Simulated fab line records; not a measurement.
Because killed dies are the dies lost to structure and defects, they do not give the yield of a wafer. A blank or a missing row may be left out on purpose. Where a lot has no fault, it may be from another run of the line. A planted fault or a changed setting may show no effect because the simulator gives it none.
Split-lot trial + flow n5_finfet + 7 lots, 21 wafers read, on a route of 1938 steps

== ABOUT THE SPLIT ==
At N5_FIN_SAQP_ETCH_65 (etches SiO2 in CF4, target depth 4 nm, time 4.4 s), the setting time_s was moved away from the recipe's 4.4 s on 7 of the 21 wafers read, by -17.3% to +20.7%. All remaining wafers had this setting at the recipe value.

The reading comes from the split's own step.

== THE READING ==
etch.depth_nm (the simulator's own value, which no gauge read), in nm, at N5_FIN_SAQP_ETCH_65 (etches SiO2 in CF4, target depth 4 nm, time 4.4 s). The file gives no usual value for it. Average 3.906 nm, standard deviation 0.062 nm, over the 14 wafers here run with the recipe.

| wafer  | tool, chamber at the split | time_s as run, s | against the recipe | etch.depth_nm, nm | against lot-mates on the recipe |
|--------|----------------------------|------------------|--------------------|-------------------|---------------------------------|
| L077.1 | rie_si-01, 0               | 4.4              | recipe             | 4.018             | -                               |
| L077.4 | rie_si-01, 3               | 4.4              | recipe             | 3.914             | -                               |
| L077.5 | rie_si-01, 1               | 4.4              | recipe             | 3.938             | -                               |
| L081.1 | rie_si-04, 1               | 4.74             | +7.7%              | 4.404             | +0.567                          |
| L081.3 | rie_si-04, 0               | 4.4              | recipe             | 3.848             | -                               |
| L081.6 | rie_si-04, 0               | 4.4              | recipe             | 3.826             | -                               |
| L083.1 | rie_si-04, 1               | 3.746            | -14.9%             | 3.447             | -0.446                          |
| L083.2 | rie_si-04, 2               | 4.4              | recipe             | 3.944             | -                               |
| L083.4 | rie_si-04, 0               | 4.4              | recipe             | 3.843             | -                               |
| L084.1 | rie_si-04, 3               | 4.4              | recipe             | 3.888             | -                               |
| L084.4 | rie_si-04, 1               | 5.309            | +20.7%             | 4.833             | +0.945                          |
| L084.6 | rie_si-04, 0               | 5.309            | +20.7%             | 4.554             | +0.666                          |
| L089.3 | rie_si-01, 3               | 4.839            | +10.0%             | 4.291             | +0.401                          |
| L089.4 | rie_si-01, 1               | 4.4              | recipe             | 3.89              | -                               |
| L089.5 | rie_si-01, 2               | 4.839            | +10.0%             | 4.456             | +0.566                          |
| L093.1 | rie_si-04, 3               | 4.4              | recipe             | 3.956             | -                               |
| L093.5 | rie_si-04, 3               | 4.4              | recipe             | 3.972             | -                               |
| L093.6 | rie_si-04, 0               | 4.4              | recipe             | 3.789             | -                               |
| L095.4 | rie_si-01, 1               | 3.637            | -17.3%             | 3.222             | -0.704                          |
| L095.5 | rie_si-01, 1               | 4.4              | recipe             | 3.893             | -                               |
| L095.6 | rie_si-01, 0               | 4.4              | recipe             | 3.96              | -                               |

THE FIT
A straight line over all 21 wafers: etch.depth_nm changes by +0.039 nm for each +1% of time_s; r = +0.97; the points scatter about the line by 0.093 nm.
The same after taking each lot's own level away (the mean of its wafers on the recipe; 21 wafers): +0.0399 nm for each +1%; r = +0.97; scatter 0.097 nm.
Per that fit: largest time_s move, reading shift of 0.82 nm.
Across the lots, their own levels run from 3.8370 to 3.9567 nm, a range of 1.9 times the standard deviation given above.
So the lot-to-lot level changes the slope little: the two slopes agree.
Check: with one of the wafers moved furthest among these (+20.7%) left out of the fit, the line predicts +0.814 nm for it against its lot-mates. It came out at +0.945 nm against them.

== THESE WAFERS: OTHER SPLITS ==
Note: prior to the reading, these wafers also went through further splits. Each is held against what the fit with the lots' levels taken away leaves over:
| other split on the same wafers | wafers away from the commonest value | r with etch.depth_nm (lot level and that fit taken away) |
|--------------------------------|--------------------------------------|----------------------------------------------------------|
| N5_WELL_APT_COAT_02 spin_rpm   | 7                                    | -0.03                                                    |

== FILE'S OWN FIT ==
etch.depth_nm changes by +0.0404 nm for each +1% of time_s, r = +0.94.
